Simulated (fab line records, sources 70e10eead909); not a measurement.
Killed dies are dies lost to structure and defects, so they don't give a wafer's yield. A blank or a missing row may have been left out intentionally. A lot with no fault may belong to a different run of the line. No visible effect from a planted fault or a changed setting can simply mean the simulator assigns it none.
Struck lot and sound lot, side by side || flow nand harc || 15 steps out of a route of 1159
Sound: the wafers L652.3, L652.4, L652.6. Struck: wafer L657.5. The cause comes at the end.
For every step that has rows: the tool of each side, followed by ch and its chambers, followed by its first start. Under that, the readings that differ: sound wafers || struck wafers || difference of the means || sigmas: that difference in standard deviations of wafers without a fault.
alike: same words and numbers on both sides, and readings whose means sit less than 2 such deviations apart. not compared: any withheld reading, any reading some wafer has no value for, any bound like >300 that may hide the same value, and any number with overlapping values for which the record gives no deviation.
The two part at a step that has a row with sigmas, a row that says differs or no value, or rows on one side only. Numbers that don't overlap but have no deviation are shown without sigmas and don't part them. A reading that every wafer of one side lacks parts them only if that side has two wafers or more.

first, 8 steps without rows for these wafers: NHARC_P_M2_HMDS_02 (time 30 s); NHARC_P_M2_COAT_34 (time 65 s); NHARC_P_M2_COAT_03 (resist thk 90 nm); NHARC_P_M2_SOFTBAKE_04 (time 55 s); NHARC_P_M2_EBR_05; NHARC_P_M2_EXPOSE_06 (exposes mask P M2, target cd 170 nm); NHARC_P_M2_PEB_07 (peb time 65 s); NHARC_P_M2_DEVELOP_08 (develop time 35 s).
NHARC_P_M2_CD_MEAS_09: the cd target is 170 nm.
  sound on cd sem-01 ch 0, day 7 08:54; struck on cd sem-01 ch 0, day 8 16:49
  alike: cd nm
NHARC_P_M2_OVL_MEAS_10: pitch 340 nm.
  struck on overlay-02, day 8 16:54; sound on overlay-02, day 7 08:59
{"reading": "overlay y nm (nm)", "sound": "-1.9 -1.1 -2.1", "struck": 0.3, "difference": "+2.0", "sigmas": "+2"}
  alike: overlay x nm
NHARC_P_M2_INSPECT_11:
  struck on defect inspect-02, day 8 16:56; sound on defect inspect-02, day 7 09:01
{"reading": "raw defect count", "sound": "6 3 4", "struck": 12, "difference": "+8", "sigmas": "+3"}
NHARC_P_M2_DESCUM_14: chemistry O2, time 3 s.
  sound on rie diel-03 ch 1,2, day 7 09:07; struck on rie diel-02 ch 1, day 8 17:04
{"reading": "rf vpp V (V)", "sound": "58.4 59.6 58.5", "struck": 56.8, "difference": -2.0, "sigmas": -2}
  alike: drypump motor current A, oes product au, showerhead plenum p Torr, throttle valve pct
  not compared: rf hours counter h
NHARC_P_M2_ETCH_35: etches the open film in N2/H2, target depth 40 nm, overetch 12 nm, time 43.94 s.
  sound on rie diel-03 ch 1,2, day 7 09:14; struck on rie diel-02 ch 3, day 8 17:07
{"reading": "drypump motor current A (A)", "sound": "5.4 5.8 5.4", "struck": 6.7, "difference": "+1.2", "sigmas": "+2"}
{"reading": "run length s (s)", "sound": "64.6 64.9 64.6", "struck": 52.9, "difference": -11.8, "sigmas": -23}
  alike: oes product au, rf vpp V, showerhead plenum p Torr, throttle valve pct
  not compared: rf hours counter h
NHARC_P_M2_ETCH_15: etches the open film in C4F8/Ar, target depth 182.5 nm, time 91.2 s.
  sound on rie diel-03 ch 1,2, day 7 09:22; struck on rie diel-02 ch 3
{"reading": "run length s (s)", "sound": "112.4 111.6 112.0", "struck": 113.0, "difference": "+1.0", "sigmas": "+2"}
  alike: oes product au, rf vpp V
  not compared: rf hours counter h
NHARC_END_SORT_01:
  the record has rows for the sound wafers here (prober-01 ch 0, day 20 07:51) and none for the struck ones

== WHERE THEY PART ==
Earliest at NHARC_P_M2_OVL_MEAS_10; latest, in this record, at NHARC_END_SORT_01.

WHY: what had been put in by the simulator
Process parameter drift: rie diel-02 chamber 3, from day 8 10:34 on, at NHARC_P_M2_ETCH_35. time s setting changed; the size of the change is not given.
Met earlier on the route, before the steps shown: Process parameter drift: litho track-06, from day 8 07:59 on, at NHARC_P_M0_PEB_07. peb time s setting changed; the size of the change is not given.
